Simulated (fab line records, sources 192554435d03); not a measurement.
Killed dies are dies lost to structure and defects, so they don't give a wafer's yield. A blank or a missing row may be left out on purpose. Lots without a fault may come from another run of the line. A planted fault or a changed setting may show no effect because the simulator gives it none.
Which tool did it? | flow n5_finfet | 11 lots, 29 wafers sampled, at 5 steps of a route of 1938

WHAT THE GAUGES READ, wafer by wafer
N5_BEOL_M14_OVL_MEAS_11.
lot  | measured     | on         | V13_OVL (nm)
L859 | day 11 00:37 | overlay-01 | -13 -18 -7
L860 | day 11 01:34 | overlay-01 | -5 -1 0
L862 | day 11 17:00 | overlay-02 | -2 -2
L865 | day 12 14:58 | overlay-01 | 6 -2 2
L869 | day 14 05:40 | overlay-02 | -11 -14 -10
L871 | day 14 16:35 | overlay-02 | -5 -1 4
L872 | day 14 22:38 | overlay-01 | 0 0
L873 | day 15 01:50 | overlay-01 | -7 -2 -15
L875 | day 15 14:29 | overlay-01 | -6 -12
L877 | day 17 01:30 | overlay-02 | -9 -8
L881 | day 17 12:45 | overlay-02 | 0 -7 -4

N5_BEOL_M14_OVL_MEAS_29.
lot  | measured     | on         | M14_OVL (nm)
L859 | day 11 01:36 | overlay-02 | 0 -2 3
L860 | day 11 02:35 | overlay-02 | -11 -7 -6
L862 | day 11 17:51 | overlay-02 | 1 3
L865 | day 12 15:49 | overlay-01 | 19 14 16
L869 | day 14 06:38 | overlay-02 | 25 26 19
L871 | day 14 17:29 | overlay-01 | -1 -10 -2
L872 | day 14 23:37 | overlay-02 | 0 -3
L873 | day 15 02:41 | overlay-02 | -8 -1 -6
L875 | day 15 15:22 | overlay-02 | 3 3
L877 | day 17 02:21 | overlay-02 | -7 -7
L881 | day 17 13:40 | overlay-02 | -2 -5 -8

WHICH TOOL RAN EACH LOT (tool, then ch and the chambers of the sampled wafers, then the start)
lot  | N5_BEOL_M14_DESCUM_15              | N5_BEOL_M14_STRIP_64                          | N5_BEOL_M14_EXPOSE_25
L859 | rie_diel-02 ch 0,1,3, day 11 00:41 | rie_diel-02 ch 0,1,3, day 11 01:24 or earlier | krf_scanner-02 ch 0, day 11 01:24
L860 | rie_diel-05 ch 1,3, day 11 01:48   | rie_diel-05 ch 1,3, day 11 02:23 or earlier   | krf_scanner-01 ch 0, day 11 02:23
L862 | rie_diel-02 ch 0,1, day 11 17:04   | rie_diel-02 ch 0,1, day 11 17:40 or earlier   | krf_scanner-01 ch 0, day 11 17:40
L865 | rie_diel-02 ch 0,1,2, day 12 15:01 | rie_diel-02 ch 0,1,2, day 12 15:37 or earlier | krf_scanner-01 ch 0, day 12 15:37
L869 | rie_diel-02 ch 1,3, day 14 05:43   | rie_diel-02 ch 1,3, day 14 06:26 or earlier   | krf_scanner-01 ch 0, day 14 06:26
L871 | rie_diel-05 ch 0,3, day 14 16:41   | rie_diel-05 ch 0,3, day 14 17:17 or earlier   | krf_scanner-02 ch 0, day 14 17:17
L872 | rie_diel-05 ch 2,3, day 14 22:42   | rie_diel-05 ch 2,3, day 14 23:25 or earlier   | krf_scanner-02 ch 0, day 14 23:25
L873 | rie_diel-01 ch 0,1,2, day 15 01:53 | rie_diel-01 ch 0,1,2, day 15 02:29 or earlier | krf_scanner-02 ch 0, day 15 02:29
L875 | rie_diel-05 ch 1,3, day 15 14:35   | rie_diel-05 ch 1,3, day 15 15:10 or earlier   | krf_scanner-02 ch 0, day 15 15:10
L877 | rie_diel-05 ch 0,1, day 17 01:33   | rie_diel-05 ch 0,1, day 17 02:10 or earlier   | krf_scanner-02 ch 0, day 17 02:10
L881 | rie_diel-05 ch 0,1,2, day 17 12:50 | rie_diel-05 ch 0,1,2, day 17 13:28 or earlier | krf_scanner-02 ch 0, day 17 13:28
- N5_BEOL_M14_DESCUM_15: chemistry O2, time 7.9 s.
- N5_BEOL_M14_STRIP_64: strips in O2.
- N5_BEOL_M14_EXPOSE_25: exposes mask M14, target cd 280 nm.

WHAT THE TOOLS THEMSELVES READ (means of the sampled wafers that have a number; where no wafer has one, the mark that the record gives instead)
N5_BEOL_M14_DESCUM_15.
lot  | tool        | bias_power_w (W) | drypump_motor_current_A (A) | oes_product_au (a.u.) | rf_vpp_V (V) | showerhead_plenum_p_Torr (Torr) | throttle_valve_pct (%)
L859 | rie_diel-02 | 19.92            | 5.0                         | 0.76                  | 243.6        | 2.14                            | 20.51
L860 | rie_diel-05 | 19.99            | 5.3                         | 0.79                  | 243.4        | 2.15                            | 20.51
L862 | rie_diel-02 | 19.98            | 5.0                         | 0.76                  | 244.1        | 2.15                            | 20.49
L865 | rie_diel-02 | 20.01            | 5.4                         | 0.78                  | 244.5        | 2.16                            | 20.42
L869 | rie_diel-02 | 20.01            | 5.1                         | 0.73                  | 244.1        | 2.14                            | 20.63
L871 | rie_diel-05 | 20.01            | 5.3                         | 0.81                  | 243.1        | 2.04                            | 20.58
L872 | rie_diel-05 | 19.93            | 5.1                         | 0.84                  | 243.5        | 2.12                            | 20.42
L873 | rie_diel-01 | 19.99            | 5.6                         | 0.82                  | 244.6        | 2.16                            | 20.30
L875 | rie_diel-05 | 20.05            | 5.3                         | 0.76                  | 242.9        | 2.16                            | 20.50
L877 | rie_diel-05 | 19.98            | 5.5                         | 0.76                  | 242.7        | 2.10                            | 20.45
L881 | rie_diel-05 | 19.99            | 5.4                         | 0.79                  | 243.4        | 2.11                            | 20.36

N5_BEOL_M14_STRIP_64.
lot  | tool        | drypump_motor_current_A (A) | oes_product_au (a.u.) | rf_vpp_V (V) | showerhead_plenum_p_Torr (Torr) | throttle_valve_pct (%)
L859 | rie_diel-02 | 5.0                         | 0.75                  | 3.4          | 2.14                            | 16.74
L860 | rie_diel-05 | 5.3                         | 0.79                  | 3.5          | 2.16                            | 16.74
L862 | rie_diel-02 | 4.8                         | 0.76                  | 3.5          | 2.16                            | 16.70
L865 | rie_diel-02 | 5.4                         | 0.77                  | 3.3          | 2.16                            | 16.65
L869 | rie_diel-02 | 5.1                         | 0.72                  | 3.7          | 2.14                            | 16.87
L871 | rie_diel-05 | 5.3                         | 0.81                  | 3.8          | 2.05                            | 16.79
L872 | rie_diel-05 | 5.2                         | 0.84                  | 3.8          | 2.13                            | 16.63
L873 | rie_diel-01 | 5.6                         | 0.82                  | 3.3          | 2.16                            | 16.57
L875 | rie_diel-05 | 5.3                         | 0.75                  | 3.5          | 2.16                            | 16.76
L877 | rie_diel-05 | 5.5                         | 0.76                  | 3.4          | 2.11                            | 16.69
L881 | rie_diel-05 | 5.4                         | 0.80                  | 3.5          | 2.11                            | 16.60

N5_BEOL_M14_EXPOSE_25.
lot  | tool           | reticle_temp_C (C)
L859 | krf_scanner-02 | 22.86
L860 | krf_scanner-01 | 22.97
L862 | krf_scanner-01 | 23.00
L865 | krf_scanner-01 | 23.13
L869 | krf_scanner-01 | 22.93
L871 | krf_scanner-02 | 22.98
L872 | krf_scanner-02 | 22.95
L873 | krf_scanner-02 | 22.97
L875 | krf_scanner-02 | 22.98
L877 | krf_scanner-02 | 23.00
L881 | krf_scanner-02 | 23.07

THE ANSWER, worked out from the rows above alone
Rule: what is usual is taken from the lots themselves. Put in order of their means at a reading, lots are off if they are a third of the lots or fewer, leave a main group of 4 or more, and stand apart from it by a gap of 3 or more times the standard deviation of the main group's means; of several such gaps the widest counts. A main group whose means are all the same, to the digits that the tables above print for the reading, isn't used. A lot without any number at a reading at which 4 lots or more have one is off too. The other lots that the step has rows for count as sound. The gauges are gone through in route order, then the tools' own readings, and for those a lot's mean is taken as printed above. The first step at which some lot is off is used, and at that step the reading that is off furthest; a lot without a number counts as furthest.
Off: L865, L869, at N5_BEOL_M14_OVL_MEAS_29 (M14_OVL). The main group: mean -3 nm, standard deviation 3.7.
A tool fits if, at a process step before that reading, it ran every lot that is off, and no sound lot after the first of them. The gauges at N5_BEOL_M14_OVL_MEAS_29 are tried like those tools. N5_BEOL_M14_STRIP_64 gives no start for some lots, so the hours and the order of its lots are those of N5_BEOL_M14_EXPOSE_25. Can't be told from this: 2 tools fit, rie_diel-02 at N5_BEOL_M14_DESCUM_15 and N5_BEOL_M14_STRIP_64, krf_scanner-01 at N5_BEOL_M14_EXPOSE_25.

WHAT THE SIMULATOR HAD PUT IN
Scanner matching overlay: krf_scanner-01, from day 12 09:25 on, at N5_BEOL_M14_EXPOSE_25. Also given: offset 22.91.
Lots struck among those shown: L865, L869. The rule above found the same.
